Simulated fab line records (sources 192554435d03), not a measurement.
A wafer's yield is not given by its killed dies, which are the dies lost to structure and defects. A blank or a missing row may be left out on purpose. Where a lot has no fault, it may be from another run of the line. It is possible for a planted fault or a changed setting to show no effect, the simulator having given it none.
Split-lot experiment    flow n5 finfet    7 lots, 39 wafers read, on a route of 1938 steps

== THE SPLIT ITSELF ==
At N5_ZERO_LAYER_DEVELOP_10 (develop time 60 s), the setting develop time s was moved away from the recipe's 60 s on 15 of the 39 wafers read, by -33.0% to +49.2%. This setting was run at the recipe's value on the other wafers.

== THE PATH FROM SPLIT TO READING: the file shows 1 step between them ==
- N5_ZERO_LAYER_HARDBAKE_23: time 120 s

== THE READING ==
At N5_ZERO_LAYER_CD_MEAS_11: cd nm in nanometres, against a target cd of 2000 nm. A value of 2000.5 nm with a standard deviation of 1.5 nm is what fault-free wafers of this fab line usually give.

wafer   tool, chamber at the split  develop time s as run, s  against the recipe  cd nm, nm  against lot-mates on the recipe
L079.1  litho track-05, 0           89.55                     +49.2%              2008.9     +9.7
L079.2  litho track-05, 0           60                        recipe              1998.5     -
L079.3  litho track-05, 0           89.55                     +49.2%              2006.6     +7.4
L079.4  litho track-05, 0           89.55                     +49.2%              2007.1     +7.9
L079.5  litho track-05, 0           60                        recipe              2001.4     -
L079.6  litho track-05, 0           60                        recipe              1997.7     -
L081.1  litho track-05, 0           40.19                     -33.0%              1992.1     -9.9
L081.2  litho track-05, 0           60                        recipe              2003.0     -
L081.3  litho track-05, 0           40.19                     -33.0%              1994.9     -7.1
L081.4  litho track-05, 0           40.19                     -33.0%              1992.1     -9.9
L081.5  litho track-05, 0           60                        recipe              2001.2     -
L081.6  litho track-05, 0           60                        recipe              2001.9     -
L085.1  litho track-05, 0           80.9                      +34.8%              2008.5     +5.7
L085.2  litho track-05, 0           60                        recipe              2002.7     -
L085.3  litho track-05, 0           80.9                      +34.8%              2008.8     +6.0
L085.4  litho track-05, 0           60                        recipe              2002.6     -
L085.5  litho track-05, 0           60                        recipe              2003.1     -
L085.6  litho track-05, 0           80.9                      +34.8%              2006.5     +3.7
L086.1  litho track-03, 0           85.34                     +42.2%              2009.7     +9.7
L086.2  litho track-03, 0           60                        recipe              1999.1     -
L086.3  litho track-03, 0           60                        recipe              2001.3     -
L086.4  litho track-03, 0           85.34                     +42.2%              2009.7     +9.7
L086.5  litho track-03, 0           85.34                     +42.2%              2007.5     +7.5
L086.6  litho track-03, 0           60                        recipe              1999.7     -
L087.1  litho track-05, 0           60                        recipe              2003.2     -
L087.2  litho track-05, 0           60                        recipe              2000.7     -
L087.3  litho track-05, 0           60                        recipe              2002.1     -
L087.4  litho track-05, 0           60                        recipe              2000.4     -
L087.5  litho track-05, 0           60                        recipe              2001.1     -
L087.6  litho track-05, 0           60                        recipe              2002.4     -
L091.1  litho track-05, 0           79.64                     +32.7%              2006.5     +5.0
L091.2  litho track-05, 0           60                        recipe              2001.6     -
L091.3  litho track-05, 0           60                        recipe              2001.5     -
L091.4  litho track-05, 0           79.64                     +32.7%              2005.4     +3.9
L091.5  litho track-05, 0           60                        recipe              2001.3     -
L091.6  litho track-05, 0           79.64                     +32.7%              2007.1     +5.6
L094.1  litho track-03, 0           60                        recipe              2002.0     -
L094.3  litho track-03, 0           60                        recipe              2001.1     -
L094.4  litho track-03, 0           60                        recipe              2002.9     -

FIT RESULTS
A straight line over all 39 wafers: cd nm changes by +0.177 nm for each +1% of develop time s; r = +0.93; the points scatter about the line by 1.6 nm.
The same after taking each lot's own level away (the mean of its wafers on the recipe; 39 wafers): +0.196 nm for each +1%; r = +0.96; scatter 1.4 nm.
Per that fit: largest develop time s move, reading shift of 9.6 nm.
Measured against the standard deviation above, the lots' own levels, which go from 1999.20 to 2002.80 nm, span 2.4 times it.
The two slopes are in agreement: the lot-to-lot level therefore moves the slope only a little.
Check: with one of the wafers moved furthest among these (+49.2%) left out of the fit, the line predicts +9.08 nm for it against its lot-mates. It came out at +9.7 nm against them.

== FILE'S OWN FIT ==
cd nm changes by +0.188 nm for each +1% of develop time s, r = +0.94.
